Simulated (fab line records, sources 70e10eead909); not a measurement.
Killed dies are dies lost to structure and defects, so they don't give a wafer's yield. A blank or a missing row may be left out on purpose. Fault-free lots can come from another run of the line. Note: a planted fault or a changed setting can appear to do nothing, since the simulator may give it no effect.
Which tool was responsible? -- flow nand-harc -- 13 lots, 39 wafers sampled, at 5 steps of a route of 1302

## WHAT THE GAUGES SHOWED, per wafer
NHARC_END_SORT_01.
lot,measured,on,defect-limited-yield (%),killed-at-array,killed-at-other,killed-at-periphery,killed-dies,killed-open,killed-short
L947,day 27 21:34,prober-01,79 82 82,64 87 71,0 0 5,80 37 48,144 124 124,4 2 4,1 4 0
L948,day 28 14:28,prober-02,77 76 81,67 90 75,3 4 6,88 70 47,158 164 128,2 1 1,3 3 1
L953,day 30 10:13,prober-02,91 89 89,59 71 74,1 1 0,3 4 1,63 76 75,3 5 8,1 3 0

## WHICH TOOL RAN EACH LOT (tool, then ch and the chambers of the sampled wafers, then the start)
lot,NHARC_P_M2_PVD_20,NHARC_THIN_TSV_ETCH_44,NHARC_THIN_TSV_ANNEAL_52,NHARC_THIN_TSV_ETCH_36
L939,"pvd-sputter-02, day 6 09:01","rie-diel-09 ch 1,2,3, day 23 18:07","rtp-anneal-01 ch 0, day 23 21:50","rie-metal-01 ch 0,1, day 24 00:14"
L941,"pvd-sputter-01, day 7 04:01","rie-diel-11 ch 1,2,3, day 24 09:02","rtp-anneal-01 ch 0, day 24 12:56","rie-metal-03 ch 0,1, day 24 15:22"
L943,"pvd-sputter-02, day 8 01:05","rie-diel-09 ch 1,2,3, day 25 14:29","rtp-anneal-01 ch 0, day 25 18:07","rie-metal-03 ch 0,1, day 25 20:32"
L945,"pvd-sputter-01, day 8 20:08","rie-diel-11 ch 1,3, day 26 22:38","rtp-anneal-01 ch 0, day 27 02:46","rie-metal-03 ch 0,1, day 27 05:13"
L946,"pvd-sputter-01, day 9 14:05","rie-diel-03 ch 1,3, day 27 04:22","rtp-anneal-02 ch 0, day 27 08:07","rie-metal-03 ch 0,1, day 27 10:37"
L947,"pvd-sputter-01, day 9 17:47","rie-diel-11 ch 1,2,3, day 27 03:14","rtp-anneal-02 ch 0, day 27 07:12","rie-metal-01 ch 0,1, day 27 09:41"
L948,"pvd-sputter-01, day 10 08:59","rie-diel-11 ch 0,3, day 27 23:44","rtp-anneal-02 ch 0, day 28 03:27","rie-metal-02 ch 0,1, day 28 05:50"
L949,"pvd-sputter-03, day 10 19:13","rie-diel-11 ch 1,2,3, day 28 04:35","rtp-anneal-01 ch 0, day 28 08:11","rie-metal-02 ch 0,1, day 28 10:34"
L951,"pvd-sputter-02, day 11 09:02","rie-diel-11 ch 0,1,2, day 28 15:38","rtp-anneal-01 ch 0, day 28 19:20","rie-metal-02 ch 0,1, day 28 21:50"
L953,"pvd-sputter-03, day 12 14:44","rie-diel-03 ch 1,2,3, day 29 17:05","rtp-anneal-01 ch 0, day 29 20:50","rie-metal-03 ch 0,1, day 29 23:11"
L957,"pvd-sputter-03, day 14 07:43","rie-diel-11 ch 0,2,3, day 32 03:45","rtp-anneal-01 ch 0, day 32 07:56","rie-metal-02 ch 0,1, day 32 10:27"
L958,"pvd-sputter-03, day 14 13:55","rie-diel-03 ch 0,1,3, day 32 06:14","rtp-anneal-01 ch 0, day 32 09:53","rie-metal-02 ch 0,1, day 32 12:23"
L960,"pvd-sputter-02, day 15 01:44","rie-diel-09 ch 0,3, day 32 19:28","rtp-anneal-01 ch 0, day 32 23:10","rie-metal-03 ch 0,1, day 33 01:37"
- NHARC_P_M2_PVD_20: deposits TaN, target thk 5 nm, time 8.06 s.
- NHARC_THIN_TSV_ETCH_44: etches the open film in CF4/O2, target depth 1594.2 nm, time 797.1 s.
- NHARC_THIN_TSV_ANNEAL_52: time 90 s.
- NHARC_THIN_TSV_ETCH_36: etches the open film in Cl2/BCl3, target depth 65 nm, time 18.571 s.

## AS READ BY THE TOOLS THEMSELVES (means over the sampled wafers that have a number; for cases with no such wafer, the mark the record gives instead)
NHARC_P_M2_PVD_20.
lot,tool,throttle-valve-pct (%)
L939,pvd-sputter-02,29.4
L941,pvd-sputter-01,29.0
L943,pvd-sputter-02,29.2
L945,pvd-sputter-01,29.0
L946,pvd-sputter-01,30.4
L947,pvd-sputter-01,30.0
L948,pvd-sputter-01,30.3
L949,pvd-sputter-03,29.7
L951,pvd-sputter-02,30.2
L953,pvd-sputter-03,29.4
L957,pvd-sputter-03,29.9
L958,pvd-sputter-03,29.4
L960,pvd-sputter-02,30.5

NHARC_THIN_TSV_ETCH_44.
lot,tool,drypump-motor-current-A (A),oes-product-au (a.u.),rf-vpp-V (V),showerhead-plenum-p-Torr (Torr),throttle-valve-pct (%)
L939,rie-diel-09,5.8,0.996,794,1.81,16.904
L941,rie-diel-11,5.6,1.000,793,1.82,16.925
L943,rie-diel-09,5.8,0.998,793,1.81,16.903
L945,rie-diel-11,5.7,1.007,796,1.86,16.910
L946,rie-diel-03,5.8,0.993,791,1.78,16.905
L947,rie-diel-11,5.6,1.002,794,1.82,16.914
L948,rie-diel-11,5.9,0.994,789,1.75,16.919
L949,rie-diel-11,5.6,0.996,793,1.82,16.916
L951,rie-diel-11,5.5,0.997,795,1.84,16.909
L953,rie-diel-03,5.9,0.997,793,1.82,16.914
L957,rie-diel-11,5.7,0.996,791,1.77,16.912
L958,rie-diel-03,5.5,0.994,794,1.84,16.906
L960,rie-diel-09,5.7,0.993,797,1.88,16.910

NHARC_THIN_TSV_ANNEAL_52.
lot,tool,wafer_temp_C_max
L939,rtp-anneal-01,225.6
L941,rtp-anneal-01,225.7
L943,rtp-anneal-01,225.9
L945,rtp-anneal-01,225.6
L946,rtp-anneal-02,226.4
L947,rtp-anneal-02,226.0
L948,rtp-anneal-02,226.4
L949,rtp-anneal-01,225.8
L951,rtp-anneal-01,225.8
L953,rtp-anneal-01,225.6
L957,rtp-anneal-01,225.4
L958,rtp-anneal-01,225.9
L960,rtp-anneal-01,225.8

NHARC_THIN_TSV_ETCH_36.
lot,tool,drypump-motor-current-A (A),oes-product-au (a.u.)
L939,rie-metal-01,6.2,1.014
L941,rie-metal-03,5.5,0.993
L943,rie-metal-03,5.5,0.996
L945,rie-metal-03,5.2,0.989
L946,rie-metal-03,5.4,0.989
L947,rie-metal-01,6.2,1.003
L948,rie-metal-02,5.5,0.990
L949,rie-metal-02,5.9,0.997
L951,rie-metal-02,5.5,0.993
L953,rie-metal-03,5.2,1.002
L957,rie-metal-02,5.9,0.990
L958,rie-metal-02,5.9,0.992
L960,rie-metal-03,5.2,0.999

## THE ANSWER, worked out from the rows above alone
Rule: what is usual is taken from the lots themselves. Put in order of their means at a reading, lots are off if they are a third of the lots or fewer, leave a main group of 4 or more, and stand apart from it by a gap of 3 or more times the standard deviation of the main group's means; of several such gaps the widest counts. The tables above print the reading to a certain number of digits; a main group whose means all agree to those digits is not used. Also off: a lot with no number at a reading for which 4 or more lots have one. All remaining lots with rows at the step are treated as sound. First the gauges in route order, then the tools' own readings, where a lot's mean is used as printed above. The first step at which some lot is off is used, and at that step the reading that is off furthest; a lot without a number counts as furthest.
No lot is off at any reading shown: from this, nothing can be told.

## WHAT THE SIMULATOR HAD PUT IN
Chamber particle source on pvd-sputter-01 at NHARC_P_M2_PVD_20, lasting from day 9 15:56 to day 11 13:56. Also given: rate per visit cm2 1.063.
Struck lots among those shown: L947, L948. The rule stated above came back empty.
